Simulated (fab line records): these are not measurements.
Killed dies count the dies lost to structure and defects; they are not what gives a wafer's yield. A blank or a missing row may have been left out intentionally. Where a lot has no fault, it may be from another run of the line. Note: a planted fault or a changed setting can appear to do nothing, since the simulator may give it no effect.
Chamber matching + flow nandHarc + 4 sister chambers for NHARC_P_M1_DESCUM_14 on rieDiel-04
The step chemistry O2, time 3 s. 24 wafers are shown with their chamber, then 12 later ones without.

## WAFERS PAIRED WITH THEIR CHAMBERS
| wafer  | chamber | drypumpMotorCurrentA (A) | throttleValvePct (%) | oesProductAu (a.u.) |
|--------|---------|--------------------------|----------------------|---------------------|
| L074.1 | 1       | 6.44                     | 11.323               | 1.001               |
| L074.3 | 2       | 6.04                     | 11.315               | 1.017               |
| L074.6 | 1       | 6.44                     | 11.304               | 1.003               |
| L075.1 | 2       | 6.08                     | 11.311               | 1.016               |
| L075.2 | 3       | 6.48                     | 11.342               | 1.000               |
| L075.5 | 2       | 6.06                     | 11.321               | 1.016               |
| L077.2 | 0       | 6.00                     | 11.301               | 0.993               |
| L077.3 | 2       | 6.06                     | 11.312               | 1.024               |
| L077.5 | 2       | 6.04                     | 11.313               | 1.016               |
| L078.2 | 2       | 6.08                     | 11.306               | 1.024               |
| L078.3 | 3       | 6.49                     | 11.324               | 0.997               |
| L078.5 | 1       | 6.43                     | 11.317               | 1.007               |
| L083.1 | 2       | 6.08                     | 11.319               | 1.003               |
| L083.2 | 0       | 5.98                     | 11.283               | 1.018               |
| L083.4 | 3       | 6.51                     | 11.318               | 0.982               |
| L085.3 | 2       | 6.09                     | 11.321               | 1.005               |
| L085.4 | 1       | 6.41                     | 11.319               | 1.013               |
| L085.5 | 0       | 6.02                     | 11.287               | 1.018               |
| L086.3 | 3       | 6.47                     | 11.309               | 0.988               |
| L086.5 | 3       | 6.47                     | 11.301               | 0.996               |
| L086.6 | 2       | 6.05                     | 11.323               | 0.997               |
| L088.4 | 0       | 5.99                     | 11.299               | 1.014               |
| L088.5 | 3       | 6.49                     | 11.313               | 0.986               |
| L088.6 | 2       | 6.05                     | 11.317               | 0.990               |

SIGNATURES (averages over the wafers above)
| reading              | chamber 0 | chamber 1 | chamber 2 | chamber 3 | scatter within a chamber |
|----------------------|-----------|-----------|-----------|-----------|--------------------------|
| drypumpMotorCurrentA | 5.9975    | 6.4300    | 6.0630    | 6.4850    | 0.0168                   |
| throttleValvePct     | 11.29250  | 11.31575  | 11.31580  | 11.31783  | 0.00923                  |
| oesProductAu         | 1.01075   | 1.00600   | 1.01080   | 0.99150   | 0.00989                  |
Rule: for each reading, subtract the chamber's mean from the wafer's reading, divide by that reading's scatter and square the result; add these up over the readings and take the root, which gives the wafer's distance from the chamber. If the next closest chamber is less than 2 further off than the closest, the wafer can't be placed; otherwise it belongs to the closest. The scatter: take each reading less its chamber's mean, square it, sum over the shown wafers, divide by the number of wafers less the number of chambers, and take the root.

## WAFERS WITH NO CHAMBER GIVEN
| wafer  | drypumpMotorCurrentA (A) | throttleValvePct (%) | oesProductAu (a.u.) |
|--------|--------------------------|----------------------|---------------------|
| L089.2 | 6.06                     | 11.306               | 0.990               |
| L089.4 | 5.98                     | 11.322               | 1.028               |
| L089.5 | 6.51                     | 11.313               | 0.995               |
| L091.1 | 6.01                     | 11.310               | 1.022               |
| L091.2 | 6.48                     | 11.306               | 0.996               |
| L091.5 | 6.46                     | 11.332               | 0.999               |
| L096.1 | 6.03                     | 11.307               | 1.007               |
| L096.4 | 6.40                     | 11.311               | 0.992               |
| L096.6 | 6.07                     | 11.302               | 0.982               |
| L095.1 | 6.42                     | 11.311               | 1.001               |
| L095.2 | 6.47                     | 11.319               | 1.000               |
| L095.5 | 6.42                     | 11.312               | 0.990               |

## WHICH CHAMBER EACH ONE RAN IN
| wafer  | from the rows above     | in truth |
|--------|-------------------------|----------|
| L089.2 | 2                       | 2        |
| L089.4 | can't be placed: 0 or 2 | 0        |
| L089.5 | 3                       | 3        |
| L091.1 | can't be placed: 0 or 2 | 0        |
| L091.2 | can't be placed: 3 or 1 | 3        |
| L091.5 | can't be placed: 3 or 1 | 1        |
| L096.1 | can't be placed: 2 or 0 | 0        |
| L096.4 | 1                       | 1        |
| L096.6 | 2                       | 2        |
| L095.1 | 1                       | 1        |
| L095.2 | can't be placed: 3 or 1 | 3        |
| L095.5 | 1                       | 1        |
Placed correctly: 6 of 12. Cannot be placed on the basis of these rows: 6; the candidates contain the true chamber in 6. Placed wrongly: 0.
